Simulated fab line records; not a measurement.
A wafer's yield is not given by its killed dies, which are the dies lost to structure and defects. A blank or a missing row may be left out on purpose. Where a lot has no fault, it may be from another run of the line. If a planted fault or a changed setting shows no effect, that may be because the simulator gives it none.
Which tool did it?	flow n5 finfet	22 lots with 66 wafers sampled at 6 steps, on a route of 1938 steps

WHAT THE GAUGES SHOWED, per wafer
No reading from a measuring or inspecting step in the record can be judged against a usual standard deviation.

WHICH TOOL RAN EACH LOT (tool, then ch and the chambers of the sampled wafers, then the start)
lot	N5_BEOL_M5_ETCH_68	N5_BEOL_M5_VIA_ETCH_34	N5_BEOL_M5_SURFACE_TREAT_87	N5_BEOL_M5_SPUTTER_81	N5_BEOL_M5_CO_CAP_78	N5_BEOL_M6_STRIP_19
L074	rie diel-02 ch 0,1,2, day 9 13:45	rie diel-02 ch 0,1,2, day 9 13:51	pvd sputter-01, day 9 15:22	pvd sputter-03, day 9 16:45	cvd co-01 ch 1,2, day 9 21:04	rie diel-03 ch 0,1, day 10 01:41
L076	rie diel-02 ch 0,1,3, day 9 19:14	rie diel-02 ch 0,1,3, day 9 19:20	pvd sputter-01, day 9 20:37	pvd sputter-02, day 9 22:01	cvd co-01 ch 1,2, day 10 02:09	rie diel-06 ch 0,2, day 10 06:04
L075	rie diel-04 ch 0,1,2, day 9 19:17	rie diel-04 ch 0,1,2, day 9 19:23	pvd sputter-02, day 9 20:51	pvd sputter-03, day 9 23:29	cvd co-01 ch 0,1,2, day 10 03:57	rie diel-06 ch 0,2,3, day 10 06:31
L079	rie diel-02 ch 0,1,3, day 10 00:31	rie diel-02 ch 0,1,3, day 10 00:37	pvd sputter-02, day 10 01:46	pvd sputter-02, day 10 03:41	cvd co-01 ch 0,1,2, day 10 07:49	rie diel-06 ch 0,2,3, day 10 10:02
L077	rie diel-04 ch 0,2,3, day 10 00:41	rie diel-04 ch 0,2,3, day 10 00:47	pvd sputter-02, day 10 02:02	pvd sputter-03, day 10 05:44	cvd co-01 ch 0,1,2, day 10 09:55	rie diel-01 ch 1,2,3, day 10 15:04
L081	rie diel-04 ch 0,3, day 10 04:29	rie diel-04 ch 0,3, day 10 04:35	pvd sputter-01, day 10 05:41	pvd sputter-02, day 10 08:07	cvd co-01 ch 1,2, day 10 12:15	rie diel-01 ch 0,1, day 10 15:08
L082	rie diel-04 ch 1,3, day 10 07:26	rie diel-04 ch 1,3, day 10 07:32	pvd sputter-01, day 10 09:10	pvd sputter-01, day 10 10:28	cvd co-02 ch 0,2, day 10 14:36	rie diel-01 ch 0,2,3, day 10 17:38
L080	rie diel-04 ch 0,2,3, day 10 07:52	rie diel-04 ch 0,2,3, day 10 07:58	pvd sputter-02, day 10 11:28	pvd sputter-02, day 10 12:52	cvd co-01 ch 0,2, day 10 18:32	rie diel-06 ch 1,3, day 10 21:26
L078	rie diel-02 ch 0,2,3, day 11 09:47	rie diel-02 ch 0,2,3, day 11 09:53	pvd sputter-01, day 11 11:49	pvd sputter-01, day 11 13:30	cvd co-02 ch 1,2, day 11 17:51	rie diel-03 ch 0,1,3, day 11 20:49
L084	rie diel-05 ch 0,1, day 11 12:46	rie diel-05 ch 0,1, day 11 12:52	pvd sputter-02, day 11 14:26	pvd sputter-01, day 11 18:00	cvd co-02 ch 0,1, day 11 22:40	rie diel-03 ch 0,1,2, day 12 01:31
L085	rie diel-04 ch 0,1, day 11 17:58	rie diel-04 ch 0,1, day 11 18:04	pvd sputter-03, day 11 19:33	pvd sputter-03, day 11 20:55	cvd co-01 ch 0,1,2, day 12 01:20	rie diel-01 ch 1,3, day 12 04:46
L086	rie diel-04 ch 0,1,3, day 11 20:19	rie diel-04 ch 0,1,3, day 11 20:25	pvd sputter-02, day 11 21:37	pvd sputter-02, day 11 23:02	cvd co-02 ch 0,1,2, day 12 03:13	rie diel-03 ch 1,2, day 12 07:42
L087	rie diel-04 ch 1,3, day 12 18:10	rie diel-04 ch 1,3, day 12 18:16	pvd sputter-01, day 12 20:01	pvd sputter-02, day 12 21:25	cvd co-01 ch 0,2, day 13 01:32	rie diel-01 ch 0,2,3, day 13 05:03
L088	rie diel-05 ch 1,2,3, day 12 18:14	rie diel-05 ch 1,2,3, day 12 18:20	pvd sputter-01, day 12 20:35	pvd sputter-01, day 12 21:55	cvd co-02 ch 0,1,2, day 13 02:04	rie diel-03 ch 1,2,3, day 13 05:29
L089	rie diel-05 ch 0,2, day 12 20:16	rie diel-05 ch 0,2, day 12 20:22	pvd sputter-03, day 12 21:48	pvd sputter-03, day 12 23:12	cvd co-02 ch 0,1,2, day 13 03:20	rie diel-03 ch 0,1,2, day 13 05:58
L090	rie diel-04 ch 0,1, day 13 00:49	rie diel-04 ch 0,1, day 13 00:55	pvd sputter-01, day 13 02:25	pvd sputter-03, day 13 04:02	cvd co-02 ch 0,1,2, day 13 08:10	rie diel-01 ch 1,2,3, day 13 12:22
L091	rie diel-02 ch 1,3, day 13 15:55	rie diel-02 ch 1,3, day 13 16:02	pvd sputter-01, day 13 17:20	pvd sputter-02, day 13 18:43	cvd co-01 ch 1,2, day 13 22:51	rie diel-03 ch 0,1,3, day 14 01:38
L092	rie diel-04 ch 0,1,2, day 13 15:59	rie diel-04 ch 0,1,2, day 13 16:05	pvd sputter-03, day 13 19:22	pvd sputter-01, day 13 21:04	cvd co-01 ch 0,1, day 14 01:17	rie diel-01 ch 0,1, day 14 05:01
L093	rie diel-05 ch 0,3, day 13 21:21	rie diel-05 ch 0,3, day 13 21:27	pvd sputter-02, day 13 22:54	pvd sputter-02, day 14 00:25	cvd co-01 ch 1,2, day 14 04:33	rie diel-03 ch 0,2,3, day 14 07:13
L095	rie diel-05 ch 0,1,2, day 14 00:35	rie diel-05 ch 0,1,2, day 14 00:41	pvd sputter-03, day 14 02:43	pvd sputter-03, day 14 04:08	cvd co-02 ch 0,1,2, day 14 08:52	rie diel-03 ch 1,2,3, day 14 12:00
L097	rie diel-02 ch 1,2,3, day 14 16:04	rie diel-02 ch 1,2,3, day 14 16:10	pvd sputter-02, day 14 18:11	pvd sputter-02, day 14 19:29	cvd co-01 ch 0,1,2, day 14 23:37	rie diel-06 ch 0,2,3, day 15 04:16
L096	rie diel-04 ch 0,1,2, day 14 16:47	rie diel-04 ch 0,1,2, day 14 16:53	pvd sputter-03, day 14 18:49	pvd sputter-03, day 14 20:14	cvd co-01 ch 0,1,2, day 15 00:28	rie diel-06 ch 0,1,2, day 15 04:19
- N5_BEOL_M5_ETCH_68: etches SOC in N2/H2, target depth 80 nm, overetch 16 nm, time 120 s.
- N5_BEOL_M5_VIA_ETCH_34: etches SiCOH lowk in C4F6/O2, target depth 88.3 nm, time 39.2 s.
- N5_BEOL_M5_SURFACE_TREAT_87
- N5_BEOL_M5_SPUTTER_81: material Cu, target thk 15 nm, time 27.62 s.
- N5_BEOL_M5_CO_CAP_78: material Co, precursor CCTBA/H2, target thk 2 nm, time 102.1 s.
- N5_BEOL_M6_STRIP_19: strips in O2.

WHAT THE TOOLS THEMSELVES READ (means of the sampled wafers that have a number; where no wafer has one, the mark that the record gives instead)
N5_BEOL_M5_ETCH_68.
lot	tool	drypump motor current A (A)	oes product au (a.u.)	rf vpp V (V)	showerhead plenum p Torr (Torr)	temp c (C)	throttle valve pct (%)
L074	rie diel-02	5.63	0.53	524.9	2.56	40.02	17.94
L076	rie diel-02	5.54	0.60	523.1	2.51	40.04	17.86
L075	rie diel-04	5.81	0.61	524.4	2.56	39.95	17.83
L079	rie diel-02	5.55	0.60	523.8	2.51	39.94	17.86
L077	rie diel-04	5.66	0.61	522.1	2.48	39.96	17.93
L081	rie diel-04	5.57	0.54	520.6	2.44	39.95	18.12
L082	rie diel-04	5.79	0.55	523.9	2.57	39.92	17.97
L080	rie diel-04	5.65	0.60	522.5	2.48	40.10	17.92
L078	rie diel-02	5.50	0.65	523.2	2.51	39.85	17.78
L084	rie diel-05	5.19	0.61	525.2	2.56	40.12	17.62
L085	rie diel-04	5.84	0.54	525.4	2.60	39.97	17.95
L086	rie diel-04	5.71	0.54	523.8	2.52	40.13	18.05
L087	rie diel-04	5.66	0.53	522.0	2.48	39.92	18.10
L088	rie diel-05	5.77	0.62	525.8	2.61	39.93	17.69
L089	rie diel-05	5.71	0.55	522.6	2.52	40.03	17.61
L090	rie diel-04	5.78	0.54	525.0	2.55	39.99	18.03
L091	rie diel-02	5.61	0.68	523.5	2.52	39.95	17.69
L092	rie diel-04	5.79	0.59	524.1	2.55	39.96	17.87
L093	rie diel-05	5.98	0.63	526.2	2.64	40.14	17.85
L095	rie diel-05	5.44	0.57	524.6	2.53	40.08	17.63
L097	rie diel-02	5.66	0.67	524.0	2.56	40.08	17.62
L096	rie diel-04	5.81	0.58	523.6	2.55	39.98	17.88

N5_BEOL_M5_VIA_ETCH_34.
lot	tool	drypump motor current A (A)	oes_o_777_au (a.u.)	oes product au (a.u.)	rf vpp V (V)	showerhead plenum p Torr (Torr)	throttle valve pct (%)
L074	rie diel-02	5.62	0.69	0.68	670	2.85	20.90
L076	rie diel-02	5.53	0.77	0.78	669	2.80	20.88
L075	rie diel-04	5.82	0.77	0.79	671	2.87	20.91
L079	rie diel-02	5.54	0.77	0.78	669	2.80	20.90
L077	rie diel-04	5.63	0.77	0.78	670	2.78	21.01
L081	rie diel-04	5.56	0.70	0.71	676	2.73	21.16
L082	rie diel-04	5.79	0.69	0.71	674	2.86	20.92
L080	rie diel-04	5.64	0.77	0.78	671	2.78	21.00
L078	rie diel-02	5.48	0.85	0.85	671	2.80	20.78
L084	rie diel-05	5.17	0.79	0.79	669	2.87	20.73
L085	rie diel-04	5.87	0.68	0.71	675	2.91	21.00
L086	rie diel-04	5.70	0.69	0.70	675	2.82	21.09
L087	rie diel-04	5.64	0.69	0.70	674	2.77	21.04
L088	rie diel-05	5.75	0.81	0.82	667	2.91	20.77
L089	rie diel-05	5.68	0.71	0.71	661	2.83	20.76
L090	rie diel-04	5.76	0.68	0.70	676	2.86	21.16
L091	rie diel-02	5.59	0.87	0.90	667	2.83	20.80
L092	rie diel-04	5.81	0.74	0.76	671	2.86	20.95
L093	rie diel-05	6.00	0.80	0.83	680	2.95	20.91
L095	rie diel-05	5.42	0.74	0.75	665	2.84	20.77
L097	rie diel-02	5.66	0.87	0.88	669	2.87	20.69
L096	rie diel-04	5.79	0.72	0.75	670	2.85	20.95

N5_BEOL_M5_SURFACE_TREAT_87.
lot	tool	ar flow sccm (sccm)
L074	pvd sputter-01	29.96
L076	pvd sputter-01	29.99
L075	pvd sputter-02	29.96
L079	pvd sputter-02	29.95
L077	pvd sputter-02	30.03
L081	pvd sputter-01	30.07
L082	pvd sputter-01	29.92
L080	pvd sputter-02	29.90
L078	pvd sputter-01	29.96
L084	pvd sputter-02	29.94
L085	pvd sputter-03	29.95
L086	pvd sputter-02	30.01
L087	pvd sputter-01	29.98
L088	pvd sputter-01	29.85
L089	pvd sputter-03	29.86
L090	pvd sputter-01	29.95
L091	pvd sputter-01	29.99
L092	pvd sputter-03	30.03
L093	pvd sputter-02	30.05
L095	pvd sputter-03	29.99
L097	pvd sputter-02	29.99
L096	pvd sputter-03	30.02

N5_BEOL_M5_SPUTTER_81.
lot	tool	susceptor temp C (C)	throttle valve pct (%)
L074	pvd sputter-03	-20.07	29.6
L076	pvd sputter-02	-19.96	30.1
L075	pvd sputter-03	-20.15	29.0
L079	pvd sputter-02	-20.17	29.9
L077	pvd sputter-03	-20.02	32.5
L081	pvd sputter-02	-20.08	30.5
L082	pvd sputter-01	-19.96	29.9
L080	pvd sputter-02	-20.07	30.1
L078	pvd sputter-01	-19.82	29.6
L084	pvd sputter-01	-19.91	30.3
L085	pvd sputter-03	-20.03	29.1
L086	pvd sputter-02	-20.01	30.5
L087	pvd sputter-02	-19.97	29.9
L088	pvd sputter-01	-20.21	30.4
L089	pvd sputter-03	-19.92	28.1
L090	pvd sputter-03	-19.92	28.7
L091	pvd sputter-02	-20.02	31.0
L092	pvd sputter-01	-19.98	29.6
L093	pvd sputter-02	-20.00	30.1
L095	pvd sputter-03	-20.02	28.8
L097	pvd sputter-02	-20.06	30.6
L096	pvd sputter-03	-19.92	28.1

N5_BEOL_M5_CO_CAP_78.
lot	tool	heater power w (W)	susceptor temp C (C)
L074	cvd co-01	226	200.07
L076	cvd co-01	232	199.99
L075	cvd co-01	234	200.04
L079	cvd co-01	235	200.09
L077	cvd co-01	239	200.05
L081	cvd co-01	234	200.17
L082	cvd co-02	229	199.82
L080	cvd co-01	231	200.18
L078	cvd co-02	239	200.04
L084	cvd co-02	236	200.11
L085	cvd co-01	235	200.11
L086	cvd co-02	230	200.06
L087	cvd co-01	231	199.99
L088	cvd co-02	235	199.93
L089	cvd co-02	233	199.97
L090	cvd co-02	233	199.92
L091	cvd co-01	228	200.04
L092	cvd co-01	237	199.95
L093	cvd co-01	231	200.14
L095	cvd co-02	231	199.88
L097	cvd co-01	235	199.91
L096	cvd co-01	236	199.82

N5_BEOL_M6_STRIP_19.
lot	tool	drypump motor current A (A)	o2 flow sccm (sccm)	oes product au (a.u.)	rf vpp V (V)	showerhead plenum p Torr (Torr)	temp c (C)	throttle valve pct (%)
L074	rie diel-03	5.4	225.2	0.77	4.2	2.04	40.12	16.54
L076	rie diel-06	5.5	225.8	0.82	3.9	2.04	40.10	16.49
L075	rie diel-06	5.5	225.9	0.78	4.1	2.07	40.07	16.77
L079	rie diel-06	5.5	225.2	0.78	3.6	2.07	39.90	16.78
L077	rie diel-01	6.1	224.7	0.88	3.6	2.05	40.08	16.53
L081	rie diel-01	5.3	225.3	0.75	3.5	2.06	40.01	16.88
L082	rie diel-01	5.5	225.0	0.78	3.6	2.05	40.05	16.74
L080	rie diel-06	5.8	225.2	0.68	3.6	2.07	40.13	16.99
L078	rie diel-03	5.6	224.9	0.78	3.3	2.08	39.82	16.64
L084	rie diel-03	5.6	224.4	0.84	3.4	2.13	40.09	16.56
L085	rie diel-01	6.2	225.6	0.83	3.8	2.04	40.06	16.40
L086	rie diel-03	5.8	225.0	0.92	3.6	2.22	39.90	16.57
L087	rie diel-01	5.6	225.1	0.85	3.6	2.04	40.07	16.62
L088	rie diel-03	5.9	224.8	0.84	3.6	2.17	40.00	16.66
L089	rie diel-03	5.6	224.9	0.82	4.1	2.12	39.99	16.56
L090	rie diel-01	6.0	224.4	0.83	3.6	2.04	39.99	16.59
L091	rie diel-03	5.6	225.3	0.76	3.3	2.08	40.07	16.66
L092	rie diel-01	5.8	224.5	0.87	3.3	2.05	40.02	16.61
L093	rie diel-03	5.6	225.2	0.77	3.8	2.11	40.01	16.77
L095	rie diel-03	5.8	224.3	0.83	3.3	2.17	40.00	16.70
L097	rie diel-06	5.5	224.9	0.82	3.9	2.06	40.06	16.69
L096	rie diel-06	5.5	225.3	0.82	3.4	2.05	39.96	16.60

THE ANSWER, worked out from the rows above alone
Rule: the usual values come from the lots themselves. The widest of any qualifying gaps counts: lots, ordered by their means at a reading, are off when they make up no more than a third of the lots, leave a main group of 4 or more, and stand apart from it by 3 or more times the standard deviation of that group's means. A main group whose means are all the same, to the digits that the tables above print for the reading, isn't used. A lot without any number at a reading at which 4 lots or more have one is off too. The other lots that the step has rows for count as sound. The gauges are gone through in route order, then the tools' own readings, and for those a lot's mean is taken as printed above. The first step at which some lot is off is used, and at that step the reading that is off furthest; a lot without a number counts as furthest.
Across all readings shown, no lot is off: no conclusion can be drawn from this.

WHAT HAD BEEN PUT IN BY THE SIMULATOR
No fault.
